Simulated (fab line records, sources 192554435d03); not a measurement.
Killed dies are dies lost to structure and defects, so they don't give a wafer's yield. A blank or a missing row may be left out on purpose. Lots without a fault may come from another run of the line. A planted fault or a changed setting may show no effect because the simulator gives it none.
Chamber matching | flow n5_finfet | N5_SD_EPI_N_ETCH_35 on rie_diel-03: 4 sister chambers
The step etches SOC in N2/H2, overetch 108 nm, time 486 s. 16 wafers are shown with their chamber, then 8 later ones without.

WAFERS WITH THEIR CHAMBER
wafer  | chamber | drypump_motor_current_A (A) | showerhead_plenum_p_Torr (Torr) | throttle_valve_pct (%)
L075.3 | 2       | 5.3                         | 2.62                            | 23.8
L075.4 | 3       | 5.5                         | 2.62                            | 24.5
L075.6 | 2       | 5.3                         | 2.62                            | 23.8
L079.2 | 0       | 5.8                         | 2.52                            | 23.8
L079.3 | 3       | 5.5                         | 2.62                            | 24.5
L079.6 | 0       | 5.8                         | 2.52                            | 23.8
L087.3 | 1       | 6.3                         | 2.58                            | 23.9
L087.5 | 1       | 6.3                         | 2.58                            | 23.9
L087.6 | 0       | 5.8                         | 2.51                            | 23.8
L089.3 | 0       | 5.8                         | 2.51                            | 23.8
L089.4 | 2       | 5.4                         | 2.61                            | 23.8
L089.6 | 3       | 5.5                         | 2.61                            | 24.2
L090.2 | 3       | 5.5                         | 2.61                            | 24.2
L090.4 | 2       | 5.3                         | 2.61                            | 23.8
L090.5 | 0       | 5.8                         | 2.50                            | 23.8
L092.1 | 2       | 5.4                         | 2.60                            | 23.8

SIGNATURES (means of the wafers above)
reading                  | chamber 0 | chamber 1 | chamber 2 | chamber 3 | scatter within a chamber
drypump_motor_current_A  | 5.800     | 6.300     | 5.340     | 5.500     | 0.0316
showerhead_plenum_p_Torr | 2.5120    | 2.5800    | 2.6120    | 2.6150    | 0.00742
throttle_valve_pct       | 23.800    | 23.900    | 23.800    | 24.350    | 0.0866
Rule: a wafer's distance from a chamber is the root of the sum, over the readings, of the square of ((its reading less the chamber's mean) divided by the reading's scatter). The wafer belongs to the nearest chamber; if the next one is less than 2 further off, it can't be placed. The scatter: the root of (the sum of the squares of (reading less its chamber's mean) over the shown wafers, divided by (wafers less chambers)).

WAFERS WITHOUT THEIR CHAMBER
wafer  | drypump_motor_current_A (A) | showerhead_plenum_p_Torr (Torr) | throttle_valve_pct (%)
L092.4 | 5.8                         | 2.50                            | 23.8
L092.6 | 5.5                         | 2.60                            | 24.2
L094.2 | 6.3                         | 2.57                            | 23.9
L094.3 | 5.5                         | 2.60                            | 24.2
L094.5 | 5.5                         | 2.60                            | 24.2
L095.4 | 5.4                         | 2.60                            | 23.8
L095.5 | 5.4                         | 2.60                            | 23.8
L095.6 | 5.5                         | 2.60                            | 24.2

WHICH CHAMBER EACH WENT THROUGH
wafer  | from the rows above | in truth
L092.4 | 0                   | 0
L092.6 | 3                   | 3
L094.2 | 1                   | 1
L094.3 | 3                   | 3
L094.5 | 3                   | 3
L095.4 | 2                   | 2
L095.5 | 2                   | 2
L095.6 | 3                   | 3
Placed correctly: 8 of 8. Can't be placed from these rows: 0. Placed wrongly: 0.
